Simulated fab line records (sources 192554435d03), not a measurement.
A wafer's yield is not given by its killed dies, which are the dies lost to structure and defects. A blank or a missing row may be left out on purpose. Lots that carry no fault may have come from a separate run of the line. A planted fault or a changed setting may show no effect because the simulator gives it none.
The tool behind it: which one?	flow n5Finfet	Sampling: 11 lots, 31 wafers, 5 of 1938 route steps

WHAT THE GAUGES READ, wafer by wafer
N5_BEOL_M15_RS_MEAS_54: measurement is done with a four-point probe. Usual: M15_RS 0.0216 ohm/sq, standard deviation 0.00047.
lot	measured	on	M15_RS (ohm/sq)	flag
L997	day 12 07:20	filmMetro-02	0.0216 0.0222 0.0221	
L100	day 13 00:14	filmMetro-01	0.0212 0.0220 0.0216	
L101	day 13 04:25	filmMetro-02	0.0211 0.0214	
L102	day 13 23:40	filmMetro-02	0.0214 0.0218	
L111	day 16 02:59	filmMetro-02	0.0216 0.0211 0.0215	
L110	day 16 04:32	filmMetro-02	0.0206 0.0219 0.0218	
L113	day 16 09:37	filmMetro-02	0.0222 0.0207 0.0208	
L117	day 16 20:52	filmMetro-02	0.0217 0.0209 0.0218	
L119	day 17 10:45	filmMetro-01	0.0212 0.0218 0.0217	
L118	day 17 14:39	filmMetro-01	0.0219 0.0203 0.0218	
L120	day 18 08:19	filmMetro-02	0.0222 0.0218 0.0214	

N5_MIM_TOP_LITHO_CD_MEAS_08: target cd 2000 nm. Usual: cdNm at 1999.8 nm, with a standard deviation of 1.8.
lot	measured	on	cdNm (nm)	flag
L997	day 12 11:26	cdSem-01	1999.1 1999.3 2002.5	
L100	day 13 04:00	cdSem-02	1993.3 1999.6 2000.7	
L101	day 13 07:14	cdSem-01	1992.3 1999.6	
L102	day 14 03:32	cdSem-01	1993.9 1999.3	
L111	day 16 07:46	cdSem-01	2001.4 2000.7 1998.7	
L110	day 16 08:08	cdSem-01	2003.1 1999.9 2002.0	
L113	day 16 12:44	cdSem-01	2003.5 1999.5 2000.0	
L117	day 17 03:10	cdSem-01	1998.8 1999.0 1997.0	
L119	day 17 14:19	cdSem-02	1997.5 2000.7 2001.6	
L118	day 17 17:43	cdSem-02	1997.0 1997.2 1999.8	
L120	day 18 11:20	cdSem-02	2000.2 2000.6 2001.0	

EACH LOT AND THE TOOL THAT RAN IT (in order: tool; ch and the chambers of the sampled wafers; start)
lot	N5_BEOL_M15_ANNEAL_48	N5_MIM_BOT_SPUTTER_00	N5_MIM_TOP_LITHO_EXPOSE_05
L997	rtpAnneal-02 ch 0, day 12 06:40	pvdSputter-01, day 12 10:06	krfScanner-02 ch 0, day 12 11:16
L100	rtpAnneal-02 ch 0, day 12 23:36	pvdSputter-02, day 13 02:21	krfScanner-02 ch 0, day 13 03:50
L101	rtpAnneal-02 ch 0, day 13 03:43	pvdSputter-02, day 13 06:08	krfScanner-02 ch 0, day 13 07:04
L102	rtpAnneal-02 ch 0, day 13 22:59	pvdSputter-03, day 14 01:16	krfScanner-02 ch 0, day 14 03:22
L111	rtpAnneal-01 ch 0, day 16 02:19	pvdSputter-01, day 16 06:01	krfScanner-02 ch 0, day 16 07:35
L110	rtpAnneal-01 ch 0, day 16 03:49	pvdSputter-01, day 16 06:46	krfScanner-02 ch 0, day 16 07:58
L113	rtpAnneal-02 ch 0, day 16 08:53	pvdSputter-03, day 16 11:15	krfScanner-01 ch 0, day 16 12:34
L117	rtpAnneal-02 ch 0, day 16 20:07	pvdSputter-01, day 16 23:19	krfScanner-02 ch 0, day 17 02:59
L119	rtpAnneal-01 ch 0, day 17 10:04	pvdSputter-02, day 17 13:07	krfScanner-01 ch 0, day 17 14:09
L118	rtpAnneal-01 ch 0, day 17 13:56	pvdSputter-03, day 17 16:43	krfScanner-01 ch 0, day 17 17:33
L120	rtpAnneal-01 ch 0, day 18 07:35	pvdSputter-03, day 18 10:10	krfScanner-02 ch 0, day 18 11:10
- N5_BEOL_M15_ANNEAL_48: time 90 s.
- N5_MIM_BOT_SPUTTER_00: material TiN, target thk 35 nm, time 89.7 s.
- N5_MIM_TOP_LITHO_EXPOSE_05: exposes mask MIM TOP, target cd 2000 nm.

WHAT THE TOOLS THEMSELVES READ (means of the sampled wafers that have a number; where no wafer has one, the mark that the record gives instead)
N5_BEOL_M15_ANNEAL_48. Usual: annealTempCMax 226.18, standard deviation 0.24; wafer_temp_C_max 225.8, standard deviation 0.3.
lot	tool	annealTempCMax	wafer_temp_C_max	flag
L997	rtpAnneal-02	225.94	226.3	
L100	rtpAnneal-02	226.37	226.1	
L101	rtpAnneal-02	226.17	226.2	
L102	rtpAnneal-02	226.01	226.2	
L111	rtpAnneal-01	226.23	225.8	
L110	rtpAnneal-01	226.26	225.4	
L113	rtpAnneal-02	225.95	225.9	
L117	rtpAnneal-02	226.11	226.0	
L119	rtpAnneal-01	226.35	225.7	
L118	rtpAnneal-01	226.11	225.7	
L120	rtpAnneal-01	226.29	225.5	

N5_MIM_BOT_SPUTTER_00. Usual: throttleValvePct at 29.9 %, with a standard deviation of 1.2.
lot	tool	throttleValvePct (%)	flag
L997	pvdSputter-01	30.2	
L100	pvdSputter-02	31.1	
L101	pvdSputter-02	29.9	
L102	pvdSputter-03	29.6	
L111	pvdSputter-01	29.8	
L110	pvdSputter-01	30.3	
L113	pvdSputter-03	30.9	
L117	pvdSputter-01	29.8	
L119	pvdSputter-02	30.2	
L118	pvdSputter-03	29.3	
L120	pvdSputter-03	30.0	

N5_MIM_TOP_LITHO_EXPOSE_05. Usual: stageVelMmS 499.97 mm/s, standard deviation 0.21.
lot	tool	stageVelMmS (mm/s)	flag
L997	krfScanner-02	500.02	
L100	krfScanner-02	499.97	
L101	krfScanner-02	499.95	
L102	krfScanner-02	500.35	
L111	krfScanner-02	499.97	
L110	krfScanner-02	500.04	
L113	krfScanner-01	500.06	
L117	krfScanner-02	500.01	
L119	krfScanner-01	499.90	
L118	krfScanner-01	499.96	
L120	krfScanner-02	499.80	

THE ANSWER, worked out from the rows above alone
Rule: a lot counts as off when the mean over its wafers that have a number is more than 3 standard deviations away from the usual mean. Also off: a lot with no number at a reading for which 4 or more lots have one. All remaining lots with rows at the step are treated as sound. First the gauges in route order, then the tools' own readings, where a lot's mean is used as printed above. At the first step where some lot is off, the reading lying furthest off is the one used; lots without a number count as furthest.
No lot is off at any reading shown: from this, nothing can be told.

WHAT WAS PUT IN BY THE SIMULATOR
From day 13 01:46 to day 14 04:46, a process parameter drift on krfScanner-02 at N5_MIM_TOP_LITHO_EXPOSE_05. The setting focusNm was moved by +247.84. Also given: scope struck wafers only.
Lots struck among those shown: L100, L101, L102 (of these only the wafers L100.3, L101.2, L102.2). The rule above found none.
